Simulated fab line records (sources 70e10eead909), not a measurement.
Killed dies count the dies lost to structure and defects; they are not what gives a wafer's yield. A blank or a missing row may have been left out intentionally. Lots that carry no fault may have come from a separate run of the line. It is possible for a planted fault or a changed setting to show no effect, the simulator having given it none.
Struck lot and sound lot, side by side + flow nandHarc + 14 out of 1159 route steps
Sound: these wafers, L547.1, L547.2, L547.5. Wafers L535.1, L535.3, L535.4 were the ones struck. The cause comes at the end.
For every step that has rows: the tool of each side, followed by ch and its chambers, followed by its first start. Under that, the readings that differ: sound wafers + struck wafers + difference of the means + sigmas: that difference in standard deviations of wafers without a fault.
alike: readings with means less than 2 such deviations apart, plus words and numbers identical on both sides. not compared: withheld readings, readings lacking a value on some wafer, bounds such as >300 that could conceal the same value, and numbers that have no deviation in the record and whose values overlap.
Wherever a step has rows on one side only, a row that says differs or no value, or a row with sigmas, the two part there. Numbers that don't overlap but have no deviation are shown without sigmas and don't part them. Lack of a reading on every wafer of one side parts them only where that side has two or more wafers.

first, 1 step without rows for these wafers: NHARC_A_CHANNEL_HOLE_D1_SRD_29.
NHARC_A_CHANNEL_HOLE_D1_CD_MEAS_30:
  sound on cdSem-02, day 12 16:30; struck on cdSem-03, day 9 08:07
  alike: cdNm
then, 1 step without rows for these wafers: NHARC_A_CHANNEL_HOLE_D1_XSEM_31.
NHARC_A_CHANNEL_HOLE_D1_INSPECT_40:
  sound on defectInspect-01, day 12 16:41; struck on defectInspect-02, day 9 08:18
  alike: rawDefectCount
then, 2 steps without rows for these wafers: NHARC_A_CHANNEL_FILL_D1_PRECLEAN_00 (cleans in SC1); NHARC_A_CHANNEL_FILL_D1_SRD_01.
NHARC_A_CHANNEL_FILL_D1_ALD_02: deposits SiO2, target thk 6 nm, pulse time 10 s, ald cycles 60.
  sound on aldHk-01 ch 0,1,3, day 12 17:02; struck on aldHk-03 ch 1,2,3, day 9 08:29
  alike: heaterPowerW, precursorPulseHeightRel, susceptorTempC
  not compared: sinceWetCleanH
NHARC_A_CHANNEL_FILL_D1_ALD_03: deposits SiNx, target thk 6 nm, pulse time 60 s, ald cycles 58.
  sound: aldSinBatch-01 ch 0; struck: aldSinBatch-01 ch 0
| reading            | sound | struck            | difference                   | sigmas |
|--------------------|-------|-------------------|------------------------------|--------|
| susceptorTempC (C) | - - - | 629.9 629.7 630.0 | no value on the sound wafers |        |
  alike: precursorPulseHeightRel
then, 1 step without rows for these wafers: NHARC_A_CHANNEL_FILL_D1_ALD_14 (deposits SiO2, target thk 2.5 nm, pulse time 10 s, ald cycles 25).
NHARC_A_CHANNEL_FILL_D1_ALD_15: deposits SiNx, target thk 2 nm, pulse time 60 s, ald cycles 19.
  sound: aldSinBatch-01 ch 0; struck: aldSinBatch-02 ch 0
| reading            | sound | struck               | difference                   | sigmas |
|--------------------|-------|----------------------|------------------------------|--------|
| susceptorTempC (C) | - - - | 629.80 629.27 629.60 | no value on the sound wafers |        |
  alike: precursorPulseHeightRel
NHARC_A_CHANNEL_FILL_D1_ALD_16: deposits SiO2, target thk 1.5 nm, pulse time 10 s, ald cycles 15.
  sound on aldHk-01 ch 0,1,3, day 13 05:23; struck on aldHk-04 ch 1,2,3, day 9 17:55
  alike: heaterPowerW, precursorPulseHeightRel, susceptorTempC
  not compared: sinceWetCleanH
then, 1 step without rows for these wafers: NHARC_A_CHANNEL_FILL_D1_ANNEAL_17 (time 1800 s).
NHARC_A_CHANNEL_FILL_D1_CVD_18: deposits poly-Si, target thk 3 nm.
  sound on lpcvdPoly-01 ch 0, day 13 15:11; struck on lpcvdPoly-01 ch 0, day 10 05:37
NHARC_A_CHANNEL_FILL_D1_ETCHBACK_19: etches the open film in HBr/Cl2, target depth 5 nm, time 1.7 s.
  sound on rieSi-05 ch 1,2, day 13 17:14; struck on rieSi-05 ch 0,1,2, day 10 08:03
  alike: drypumpMotorCurrentA, heBacksideLeakSccm, mfcCl2Sccm, oesProductAu, rfFwdPowerW, throttleValvePct
  not compared: rfHoursCounterH

## WHERE THEY PART
First at NHARC_A_CHANNEL_FILL_D1_ALD_03; last, within this record, at NHARC_A_CHANNEL_FILL_D1_ALD_15. Later steps at which nothing parts them and some readings are alike: NHARC_A_CHANNEL_FILL_D1_ALD_16, NHARC_A_CHANNEL_FILL_D1_ETCHBACK_19.

WHY: whatever the simulator had introduced
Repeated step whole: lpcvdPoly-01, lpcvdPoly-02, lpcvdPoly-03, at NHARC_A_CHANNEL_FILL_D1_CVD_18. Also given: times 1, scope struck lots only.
